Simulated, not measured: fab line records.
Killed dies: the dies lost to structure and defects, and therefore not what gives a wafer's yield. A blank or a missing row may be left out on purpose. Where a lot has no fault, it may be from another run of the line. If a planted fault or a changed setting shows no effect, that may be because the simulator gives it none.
Struck lot and sound lot, side by side || flow nandHarc || 27 steps out of a route of 1302
Sound: these wafers, L317.2, L317.4, L317.6. Struck: wafers L321.1, L321.2, L321.5. The cause is given at the end.
Order at every step that has rows: each side's tool, ch and its chambers, its first start. Under that, the readings that differ: sound wafers || struck wafers || difference of the means || sigmas: that difference in standard deviations of wafers without a fault.
alike: readings with means less than 2 such deviations apart, plus words and numbers identical on both sides. not compared: withheld readings, readings lacking a value on some wafer, bounds such as >300 that could conceal the same value, and numbers that have no deviation in the record and whose values overlap.
Wherever a step has rows on one side only, a row that says differs or no value, or a row with sigmas, the two part there. Numbers that don't overlap but have no deviation are shown without sigmas and don't part them. Lack of a reading on every wafer of one side parts them only where that side has two or more wafers.

NHARC_A_CHANNEL_HOLE_D2_INSPECT_12:
  sound: defectInspect-01 at day 13 09:30; struck: defectInspect-01 at day 14 17:55
{"reading": "rawDefectCount", "sound": "7 7 5", "struck": "58 53 48", "difference": "+47", "sigmas": "+2"}
then, 3 steps without rows for these wafers: NHARC_A_CHANNEL_HOLE_D2_DESCUM_15 (chemistry O2, time 3 s); NHARC_A_CHANNEL_HOLE_D2_ETCH_38 (etches the open film in CF4, target depth 39 nm, time 65 s); NHARC_A_CHANNEL_HOLE_D2_ETCH_39 (etches the open film in N2/H2, target depth 260 nm, time 325 s).
NHARC_A_CHANNEL_HOLE_D2_ETCH_34: etches the open film in CF4/CHF3, target depth 154 nm, time 77 s.
  sound on rieDiel-05 ch 0,2,3; struck on rieDiel-05 ch 0,1,3
  alike: drypumpMotorCurrentA, mfcArSccm, oesProductAu, rfVppV, showerheadPlenumPTorr, throttleValvePct
  not compared: rfHoursCounterH
then, 1 step without rows for these wafers: NHARC_A_CHANNEL_HOLE_D2_ETCH_16 (etches the open film in O2/COS, target depth 3100 nm, time 806 s).
NHARC_A_CHANNEL_HOLE_D2_CD_MEAS_18:
  sound: cdSem-01 at day 13 10:40; struck: cdSem-03 at day 14 19:06
  alike: cdNm
NHARC_A_CHANNEL_HOLE_D2_ETCH_19: etches the open film in C4F8/O2/Ar, time 34.5 s.
  sound on harEtch-02 ch 0,1, day 13 10:46; struck on harEtch-01 ch 0,1, day 14 19:18
  alike: drypumpMotorCurrentA, mfcArSccm, showerheadPlenumPTorr, throttleValvePct
  not compared: rfHoursCounterH
then, 1 step without rows for these wafers: NHARC_A_CHANNEL_HOLE_D2_ETCH_20 (etches the open film in C4F8/O2/Ar, time 361.9 s, target depth 1600 nm).
NHARC_A_CHANNEL_HOLE_D2_ETCH_21: etches the open film in C4F8/O2/Ar, time 514.3 s, target depth 1600 nm.
  sound on harEtch-02 ch 0,1, day 13 11:14; struck on harEtch-01 ch 0,1, day 14 19:44
  alike: drypumpMotorCurrentA, mfcArSccm, showerheadPlenumPTorr, throttleValvePct
  not compared: rfHoursCounterH
then, 2 steps without rows for these wafers: NHARC_A_CHANNEL_HOLE_D2_ETCH_22 (etches the open film in C4F8/O2/Ar, time 666.7 s, target depth 1600 nm); NHARC_A_CHANNEL_HOLE_D2_ETCH_23 (etches the open film in C4F8/O2/Ar, time 819 s, target depth 1600 nm).
NHARC_A_CHANNEL_HOLE_D2_ETCH_24: etches the open film in C4F8/O2/Ar, time 906.2 s, target depth 1500 nm.
  sound on harEtch-02 ch 0,1, day 13 13:00; struck on harEtch-01 ch 0,1, day 14 21:26
  alike: drypumpMotorCurrentA, mfcArSccm, showerheadPlenumPTorr, throttleValvePct
  not compared: rfHoursCounterH
NHARC_A_CHANNEL_HOLE_D2_ETCH_25: etches the open film in C4F8/O2/Ar, time 1040.2 s, target depth 1500 nm.
  sound on harEtch-02 ch 0,1, day 13 13:47; struck on harEtch-01 ch 0,1, day 14 22:12
  alike: drypumpMotorCurrentA, mfcArSccm, showerheadPlenumPTorr, throttleValvePct
  not compared: rfHoursCounterH
NHARC_A_CHANNEL_HOLE_D2_ETCH_26: etches the open film in C4F8/O2/Ar, time 224.1 s, target depth 300 nm.
  sound on harEtch-02 ch 0,1, day 13 14:34; struck on harEtch-01 ch 0,1, day 14 23:05
  alike: drypumpMotorCurrentA, mfcArSccm, showerheadPlenumPTorr, throttleValvePct
  not compared: rfHoursCounterH
then, 8 steps without rows for these wafers: NHARC_A_CHANNEL_HOLE_D2_ETCH_27 (etches the open film in C4F8/O2/Ar, time 90 s, target depth 400 nm); NHARC_A_CHANNEL_HOLE_D2_STRIP_41 (strips in N2/H2); NHARC_A_CHANNEL_HOLE_D2_STRIP_42 (strips in CF4/CHF3); NHARC_A_CHANNEL_HOLE_D2_STRIP_43 (strips in O2/COS); NHARC_A_CHANNEL_HOLE_D2_ETCH_44 (etches the open film in CF4/O2, target depth 140 nm, overetch 14 nm, time 77 s); NHARC_A_CHANNEL_HOLE_D2_STRIP_28 (strips in O2); NHARC_A_CHANNEL_HOLE_D2_PRECLEAN_29 (cleans in SC1); NHARC_A_CHANNEL_HOLE_D2_SRD_30.
NHARC_A_CHANNEL_HOLE_D2_CD_MEAS_31:
  sound: cdSem-02 at day 13 16:16; struck: cdSem-01 at day 15 01:19
  alike: cdNm
after that, 1 step had no rows for these wafers: NHARC_A_CHANNEL_HOLE_D2_XSEM_32.
NHARC_A_CHANNEL_HOLE_D2_INSPECT_40:
  sound: defectInspect-02 at day 13 16:27; struck: defectInspect-01 at day 15 01:41
{"reading": "rawDefectCount", "sound": "291 214 227", "struck": "553 551 503", "difference": "+292", "sigmas": "+4"}
  not compared: hold
-- break in the record here, with 12 days between the starts of the struck wafers on either side (left off in module A_CHANNEL_HOLE_D2, picked up again in module END, where the first step shown is number 1302 on the route) --
NHARC_END_SORT_01:
  at this point the record logs the struck wafers (prober-02 ch 0, day 27 03:11) and has no rows for the sound ones

== WHERE THEY PART ==
Last at NHARC_END_SORT_01 as far as this record goes, first at NHARC_A_CHANNEL_HOLE_D2_INSPECT_12.

WHY: the cause the simulator had injected
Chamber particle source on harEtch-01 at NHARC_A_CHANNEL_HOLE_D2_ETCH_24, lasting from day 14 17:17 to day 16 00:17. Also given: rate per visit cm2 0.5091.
